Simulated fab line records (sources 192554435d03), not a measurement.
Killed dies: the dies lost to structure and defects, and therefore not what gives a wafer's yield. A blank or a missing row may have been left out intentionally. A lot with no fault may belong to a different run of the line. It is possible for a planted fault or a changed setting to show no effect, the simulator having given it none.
Chamber matching + flow n5_finfet + 4 sister chambers for N5_GATE_CUT_ETCH_19 on rie_diel-05
The step etches SiNx in CH3F/O2, target depth 53.7 nm, time 76.7 s. 18 wafers are shown with their chamber, then 9 later ones without.

WAFERS WITH THEIR CHAMBER
| wafer  | chamber | drypump_motor_current_A (A) | showerhead_plenum_p_Torr (Torr) | throttle_valve_pct (%) |
|--------|---------|-----------------------------|---------------------------------|------------------------|
| L074.1 | 3       | 5.8                         | 2.09                            | 16.63                  |
| L074.3 | 0       | 6.6                         | 1.95                            | 16.11                  |
| L074.4 | 1       | 5.3                         | 2.07                            | 16.52                  |
| L077.3 | 3       | 5.9                         | 2.09                            | 16.62                  |
| L077.5 | 1       | 5.3                         | 2.07                            | 16.56                  |
| L077.6 | 0       | 6.6                         | 1.95                            | 16.15                  |
| L078.1 | 2       | 6.7                         | 2.00                            | 16.27                  |
| L078.2 | 0       | 6.6                         | 1.95                            | 16.13                  |
| L078.3 | 3       | 5.8                         | 2.09                            | 16.63                  |
| L079.2 | 1       | 5.3                         | 2.06                            | 16.57                  |
| L079.4 | 1       | 5.3                         | 2.06                            | 16.55                  |
| L079.5 | 2       | 6.6                         | 2.00                            | 16.26                  |
| L086.3 | 3       | 5.9                         | 2.08                            | 16.64                  |
| L086.4 | 1       | 5.3                         | 2.06                            | 16.56                  |
| L086.6 | 1       | 5.3                         | 2.06                            | 16.58                  |
| L090.2 | 0       | 6.6                         | 1.94                            | 16.17                  |
| L090.3 | 3       | 5.8                         | 2.08                            | 16.67                  |
| L090.5 | 1       | 5.3                         | 2.06                            | 16.58                  |

SIGNATURES (means of the wafers above)
| reading                  | chamber 0 | chamber 1 | chamber 2 | chamber 3 | scatter within a chamber |
|--------------------------|-----------|-----------|-----------|-----------|--------------------------|
| drypump_motor_current_A  | 6.600     | 5.300     | 6.650     | 5.840     | 0.0348                   |
| showerhead_plenum_p_Torr | 1.9475    | 2.0629    | 2.0000    | 2.0860    | 0.00491                  |
| throttle_valve_pct       | 16.1400   | 16.5600   | 16.2650   | 16.6380   | 0.0209                   |
Rule: distance of a wafer from a chamber = root of the sum over the readings of ((wafer's reading minus chamber's mean) / reading's scatter) squared. The wafer belongs to the nearest chamber; if the next one is less than 2 further off, it can't be placed. The scatter: take each reading less its chamber's mean, square it, sum over the shown wafers, divide by the number of wafers less the number of chambers, and take the root.

WAFERS WITHOUT THEIR CHAMBER
| wafer  | drypump_motor_current_A (A) | showerhead_plenum_p_Torr (Torr) | throttle_valve_pct (%) |
|--------|-----------------------------|---------------------------------|------------------------|
| L091.3 | 5.8                         | 2.08                            | 16.66                  |
| L091.4 | 6.6                         | 1.94                            | 16.15                  |
| L091.6 | 5.3                         | 2.06                            | 16.58                  |
| L095.1 | 6.6                         | 1.94                            | 16.19                  |
| L095.2 | 6.6                         | 1.99                            | 16.35                  |
| L095.3 | 5.8                         | 2.08                            | 16.69                  |
| L097.1 | 5.3                         | 2.06                            | 16.20                  |
| L097.3 | 6.6                         | 1.94                            | 16.19                  |
| L097.4 | 6.6                         | 1.99                            | 16.34                  |

WHICH CHAMBER EACH ONE RAN IN
| wafer  | from the rows above | in truth |
|--------|---------------------|----------|
| L091.3 | 3                   | 3        |
| L091.4 | 0                   | 0        |
| L091.6 | 1                   | 1        |
| L095.1 | 0                   | 0        |
| L095.2 | 2                   | 2        |
| L095.3 | 3                   | 3        |
| L097.1 | 1                   | 1        |
| L097.3 | 0                   | 0        |
| L097.4 | 2                   | 2        |
Correct placement for 9 of the 9. Number that these rows cannot place: 0. Wrongly placed: 0.
